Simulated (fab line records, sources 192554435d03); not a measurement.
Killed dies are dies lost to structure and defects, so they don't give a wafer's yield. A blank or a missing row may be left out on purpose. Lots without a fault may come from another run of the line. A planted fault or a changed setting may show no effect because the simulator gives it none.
One fault seen from 3 desks | flow n5_finfet | each desk has only its own numbers; what lay behind them comes last

THE DEFECT DESK
What the inspections along the route counted, lot by lot: means of the sampled wafers that have a number. A lot is out of limits, marked OUT, if its mean lies more than 4 standard deviations from the usual mean; the brackets give that distance.
Columns: A = raw_defect_count at N5_DUMMY_GATE_INSPECT_27, usual 307
lot  | first seen here | A
L657 | day 2 23:13     | 371
L660 | day 3 21:39     | 330
L665 | day 5 05:51     | 356
L667 | day 5 13:49     | 299
L670 | day 6 12:47     | 361
L673 | day 7 02:47     | 290
L676 | day 7 18:51     | 229
L678 | day 8 07:17     | 300
L680 | day 8 20:49     | 366
This desk's finding: nothing out of limits on any of the 9 lots.

THE TOOL OWNER'S DESK: epi_rpcvd-03
The tool's own readings at N5_SD_EPI_N_EPI_21 (deposits Si:P, time 690 s): means of the sampled wafers that have a number, for each lot that ran on this tool. A lot is out of limits, marked OUT, if its mean lies more than 4 standard deviations from the usual mean; the brackets give that distance.
Columns: A = chamber_pressure_Torr at N5_SD_EPI_N_EPI_21, usual 255.1 Torr
lot  | first seen here | A
L657 | day 3 01:59     | 254.9
L660 | day 4 00:36     | 254.9
L665 | day 5 11:09     | 255.3
L667 | day 5 16:56     | 255.4
This desk's finding: nothing out of limits on any of the 4 lots.

THE METROLOGY DESK
What the gauges read, lot by lot, whatever tool the lot ran on: means of the sampled wafers that have a number. A lot is out of limits, marked OUT, if its mean lies more than 4 standard deviations from the usual mean; the brackets give that distance. Of its 11 readings 7 are shown: the one that was out of limits first, and those that lie furthest out on some lot.
Columns: A = thk_nm at N5_SD_EPI_N_EPI_MEAS_23, usual 59.2 nm; B = IOFF_N at N5_BEOL_M4_RC_MEAS_101, usual 0.15 nA/um; C = IOFF_P at N5_BEOL_M4_RC_MEAS_101, usual 0.19 nA/um; D = ION_N at N5_BEOL_M4_RC_MEAS_101, usual 677 uA/um; E = ION_P at N5_BEOL_M4_RC_MEAS_101, usual 462 uA/um; F = SS_P at N5_BEOL_M4_RC_MEAS_101, usual 72.9 mV/dec; G = VT_N at N5_BEOL_M4_RC_MEAS_101, usual 250 mV
lot  | first seen here | A               | B    | C    | D   | E   | F    | G
L657 | day 3 03:43     | 59.1            | 0.18 | 0.17 | 675 | 450 | 73.2 | 250
L660 | day 4 02:53     | 59.6            | 0.13 | 0.17 | 680 | 463 | 72.1 | 251
L665 | day 5 12:35     | 52.6 (-5.5) OUT | 0.16 | 0.21 | 670 | 464 | 72.7 | 247
L667 | day 5 18:39     | 53.5 (-4.8) OUT | 0.14 | 0.20 | 662 | 455 | 72.9 | 248
L670 | day 6 18:02     | 58.5            | 0.14 | 0.20 | 679 | 466 | 72.9 | 250
L673 | day 7 07:38     | 58.9            | 0.17 | 0.22 | 670 | 464 | 73.3 | 250
L676 | day 7 23:42     | 59.1            | 0.20 | 0.24 | 696 | 472 | 73.1 | 246
L678 | day 8 11:49     | 59.6            | 0.23 | 0.26 | 706 | 479 | 74.0 | 244
L680 | day 9 02:35     | 59.5            | 0.19 | 0.23 | 700 | 473 | 73.5 | 245
This desk's finding: out of limits on L665, L667; first on L665, day 5 12:35 (thk_nm at N5_SD_EPI_N_EPI_MEAS_23). In limits: L657, L660, L670, L673, L676, L678, L680.

PUT TOGETHER
The metrology desk could have raised an alarm at day 5 12:35, on L665, L667.
The defect desk saw nothing out of limits.
The tool owner's desk saw nothing out of limits.
The defect desk has L665, L667 on record, within its limits.
The tool owner's desk has L665, L667 on record, within its limits.
Of the lots named, all ran N5_SD_EPI_N_EPI_21 on epi_rpcvd-03.

WHAT THE SIMULATOR HAD PUT IN
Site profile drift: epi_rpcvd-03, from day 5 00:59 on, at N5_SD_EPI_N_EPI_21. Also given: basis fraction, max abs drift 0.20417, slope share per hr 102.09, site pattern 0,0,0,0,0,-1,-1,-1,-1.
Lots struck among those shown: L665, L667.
Hours from the fault's start to each desk's first reading out of limits: the metrology desk, 12.
